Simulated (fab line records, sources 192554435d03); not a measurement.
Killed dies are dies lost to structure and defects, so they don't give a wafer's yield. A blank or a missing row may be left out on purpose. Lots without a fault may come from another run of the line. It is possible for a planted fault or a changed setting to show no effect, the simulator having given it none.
Which tool was responsible? | flow n5 finfet | 10 lots, 30 wafers sampled, at 5 steps of a route of 1938

## WHAT THE GAUGES READ, wafer by wafer
No reading from a measuring or inspecting step in the record can be judged against a usual standard deviation.

## TOOL THAT RAN EACH LOT (tool first, then ch and the chambers of the sampled wafers, then the start)
lot  | N5_BEOL_M14_PRE_CLEAN_42     | N5_PASSIVATION_AL_DEP_21     | N5_PASSIVATION_ETCH_54             | N5_PASSIVATION_STRIP_48            | N5_PASSIVATION_PROBE_49
L119 | pvd sputter-01, day 11 07:09 | pvd sputter-02, day 12 03:11 | rie diel-04 ch 1,2,3, day 12 06:58 | rie diel-04 ch 1,2,3, day 12 07:16 | -
L120 | pvd sputter-03, day 11 10:53 | pvd sputter-01, day 12 03:25 | rie diel-03 ch 0,2,3, day 12 06:48 | rie diel-03 ch 0,2,3, day 12 07:05 | -
L123 | pvd sputter-03, day 12 07:50 | pvd sputter-02, day 13 04:36 | rie diel-04 ch 0,1,3, day 13 07:19 | rie diel-04 ch 0,1,3, day 13 07:37 | -
L126 | pvd sputter-03, day 12 20:59 | pvd sputter-01, day 13 12:26 | rie diel-04 ch 0,3, day 13 15:12   | rie diel-04 ch 0,3, day 13 15:29   | -
L127 | pvd sputter-03, day 13 09:56 | pvd sputter-02, day 14 01:54 | rie diel-03 ch 0,1,3, day 14 04:35 | rie diel-03 ch 0,1,3, day 14 04:52 | -
L129 | pvd sputter-03, day 13 15:43 | pvd sputter-01, day 14 07:24 | rie diel-05 ch 1,2,3, day 14 10:07 | rie diel-05 ch 1,2,3, day 14 10:25 | prober-01, day 14 12:55
L131 | pvd sputter-03, day 14 07:16 | pvd sputter-03, day 14 22:32 | rie diel-03 ch 0,2,3, day 15 01:07 | rie diel-03 ch 0,2,3, day 15 01:25 | prober-02, day 15 03:55
L137 | pvd sputter-01, day 15 21:33 | pvd sputter-02, day 16 13:47 | rie diel-03 ch 0,2, day 16 16:28   | rie diel-03 ch 0,2, day 16 16:46   | -
L140 | pvd sputter-02, day 17 03:48 | pvd sputter-03, day 18 00:53 | rie diel-05 ch 1,3, day 18 03:35   | rie diel-05 ch 1,3, day 18 03:53   | -
L142 | pvd sputter-03, day 17 07:56 | pvd sputter-02, day 18 13:23 | rie diel-04 ch 1,2,3, day 18 16:04 | rie diel-04 ch 1,2,3, day 18 16:22 | -
- N5_BEOL_M14_PRE_CLEAN_42: time 30 s.
- N5_PASSIVATION_AL_DEP_21: deposits Al, target thk 2800 nm, time 170 s.
- N5_PASSIVATION_ETCH_54: etches SiO2 in CHF3/O2, target depth 880 nm, time 440 s.
- N5_PASSIVATION_STRIP_48: strips in O2.
- N5_PASSIVATION_PROBE_49

## AS READ BY THE TOOLS THEMSELVES (means over the sampled wafers that have a number; for cases with no such wafer, the mark the record gives instead)
N5_BEOL_M14_PRE_CLEAN_42. Usual: heater power w 481 W, standard deviation 55.
lot  | tool           | heater power w (W) | flag
L119 | pvd sputter-01 | 457                |
L120 | pvd sputter-03 | 527                |
L123 | pvd sputter-03 | 481                |
L126 | pvd sputter-03 | 524                |
L127 | pvd sputter-03 | 485                |
L129 | pvd sputter-03 | 482                |
L131 | pvd sputter-03 | 522                |
L137 | pvd sputter-01 | 454                |
L140 | pvd sputter-02 | 493                |
L142 | pvd sputter-03 | 450                |

N5_PASSIVATION_AL_DEP_21. Usual: cathode dc power W 30000 W, standard deviation 6.4; throttle valve pct 29.5 %, standard deviation 1.2.
lot  | tool           | cathode dc power W (W) | throttle valve pct (%) | flag
L119 | pvd sputter-02 | 29997                  | 29.7                   |
L120 | pvd sputter-01 | 30000                  | 29.3                   |
L123 | pvd sputter-02 | 30006                  | 30.2                   |
L126 | pvd sputter-01 | 29997                  | 28.6                   |
L127 | pvd sputter-02 | 29998                  | 29.9                   |
L129 | pvd sputter-01 | 30000                  | 29.7                   |
L131 | pvd sputter-03 | 30001                  | 29.3                   |
L137 | pvd sputter-02 | 30002                  | 30.7                   |
L140 | pvd sputter-03 | 30003                  | 29.6                   |
L142 | pvd sputter-02 | 29994                  | 30.1                   |

N5_PASSIVATION_ETCH_54. Usual: drypump motor current A 5.9 A, standard deviation 0.42; mfc ar sccm 200.0 sccm, standard deviation 0.62; oes product au 0.83 a.u., standard deviation 0.073; rf vpp V 525 V, standard deviation 6.4; showerhead plenum p Torr 2.40 Torr, standard deviation 0.065; throttle valve pct 18.81 %, standard deviation 0.21.
lot  | tool        | drypump motor current A (A) | mfc ar sccm (sccm) | oes product au (a.u.) | rf vpp V (V) | showerhead plenum p Torr (Torr) | throttle valve pct (%) | flag
L119 | rie diel-04 | 5.9                         | 200.0              | 0.82                  | 520          | 2.43                            | 18.73                  |
L120 | rie diel-03 | 5.9                         | 199.6              | 0.86                  | 528          | 2.44                            | 18.93                  |
L123 | rie diel-04 | 5.9                         | 199.4              | 0.81                  | 525          | 2.46                            | 18.75                  |
L126 | rie diel-04 | 6.1                         | 200.0              | 0.88                  | 527          | 2.52                            | 18.77                  |
L127 | rie diel-03 | 6.2                         | 200.1              | 0.80                  | 525          | 2.39                            | 18.96                  |
L129 | rie diel-05 | 6.2                         | 199.9              | 0.86                  | 524          | 2.38                            | 18.78                  |
L131 | rie diel-03 | 5.8                         | 200.3              | 0.81                  | 527          | 2.43                            | 18.98                  |
L137 | rie diel-03 | 5.6                         | 199.3              | 0.84                  | 528          | 2.44                            | 19.08                  |
L140 | rie diel-05 | 6.2                         | 200.1              | 0.84                  | 530          | 2.38                            | 18.90                  |
L142 | rie diel-04 | 5.9                         | 200.1              | 0.85                  | 521          | 2.41                            | 18.68                  |

N5_PASSIVATION_STRIP_48. Usual: drypump motor current A is 5.9 A with standard deviation 0.42, o2 flow sccm is 224.9 sccm with standard deviation 0.64, oes product au is 0.83 a.u. with standard deviation 0.075, rf vpp V is 3.6 V with standard deviation 2.5, showerhead plenum p Torr is 2.09 Torr with standard deviation 0.061, temp c is 60.00 C with standard deviation 0.12, and throttle valve pct is 16.65 % with standard deviation 0.22.
lot  | tool        | drypump motor current A (A) | o2 flow sccm (sccm) | oes product au (a.u.) | rf vpp V (V) | showerhead plenum p Torr (Torr) | temp c (C) | throttle valve pct (%) | flag
L119 | rie diel-04 | 5.9                         | 224.9               | 0.80                  | 3.5          | 2.11                            | 59.86      | 16.57                  |
L120 | rie diel-03 | 5.8                         | 225.0               | 0.85                  | 3.6          | 2.12                            | 60.07      | 16.82                  |
L123 | rie diel-04 | 5.9                         | 225.1               | 0.83                  | 3.9          | 2.15                            | 60.09      | 16.66                  |
L126 | rie diel-04 | 6.0                         | 225.2               | 0.89                  | 4.1          | 2.20                            | 60.03      | 16.61                  |
L127 | rie diel-03 | 6.2                         | 225.2               | 0.82                  | 4.4          | 2.08                            | 60.01      | 16.75                  |
L129 | rie diel-05 | 6.2                         | 224.9               | 0.87                  | 3.1          | 2.07                            | 59.96      | 16.68                  |
L131 | rie diel-03 | 5.9                         | 224.8               | 0.82                  | 5.2          | 2.11                            | 59.99      | 16.82                  |
L137 | rie diel-03 | 5.6                         | 225.3               | 0.83                  | 3.3          | 2.11                            | 60.05      | 16.88                  |
L140 | rie diel-05 | 6.2                         | 225.2               | 0.85                  | 1.9          | 2.07                            | 59.93      | 16.76                  |
L142 | rie diel-04 | 5.9                         | 224.8               | 0.84                  | 1.3          | 2.10                            | 60.04      | 16.51                  |

N5_PASSIVATION_PROBE_49. Usual: defect limited yield 91.2 %, standard deviation 1.4; killed_at_M0_to_M3 35, standard deviation 11; killed_at_M4_up 12, standard deviation 4.2; killed at contacts 13, standard deviation 5.6; killed at front end 40, standard deviation 12; killed at other 3.3, standard deviation 2.6; killed dies 103, standard deviation 17; killed open 68, standard deviation 12; killed short 34, standard deviation 7.6; sort_bin_5_function 5.1 %, standard deviation 0.95; sort_bin_6_memory 3.3 %, standard deviation 0.68; sort n pass 1077, standard deviation 17; sort yield pct 91.2 %, standard deviation 1.4.
lot  | tool      | defect limited yield (%) | killed_at_M0_to_M3 | killed_at_M4_up | killed at contacts | killed at front end | killed at other | killed dies | killed open | killed short | sort_bin_5_function (%) | sort_bin_6_memory (%) | sort n pass | sort yield pct (%) | flag
L129 | prober-01 | 81.5                     | 33                 | 137             | 11                 | 34                  | 3.0             | 219         | 63          | 27           | 11.5                    | 4.1                   | 961         | 81.5               | OFF
L131 | prober-02 | 81.4                     | 30                 | 134             | 7                  | 45                  | 4.0             | 220         | 63          | 36           | 11.5                    | 3.8                   | 960         | 81.4               | OFF

## THE ANSWER, worked out from the rows above alone
Rule: a lot is off if the mean of its wafers that have a number lies more than 3 standard deviations from the usual mean. A lot without any number at a reading at which 4 lots or more have one is off too. All remaining lots with rows at the step are treated as sound. The gauges are gone through in route order, then the tools' own readings, and for those a lot's mean is taken as printed above. The first step at which some lot is off is used, and at that step the reading that is off furthest; a lot without a number counts as furthest.
Off at N5_PASSIVATION_PROBE_49 (killed_at_M4_up): L129, L131. Neither off nor sound, because the step has no rows for them: L119, L120, L123, L126, L127, L137, L140, L142.
A tool fits if, at that step or a process step before it, it ran every lot that is off, and no sound lot after the first of them. One fits: N5_BEOL_M14_PRE_CLEAN_42 on pvd sputter-03. It ran no sound lot before its first lot that is off in this sample, so the start can't be narrowed down.

## WHAT THE SIMULATOR HAD INSERTED
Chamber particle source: pvd sputter-03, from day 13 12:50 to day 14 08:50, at N5_BEOL_M14_PRE_CLEAN_42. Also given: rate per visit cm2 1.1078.
Lots struck among those shown: L129, L131. The rule above found the same.
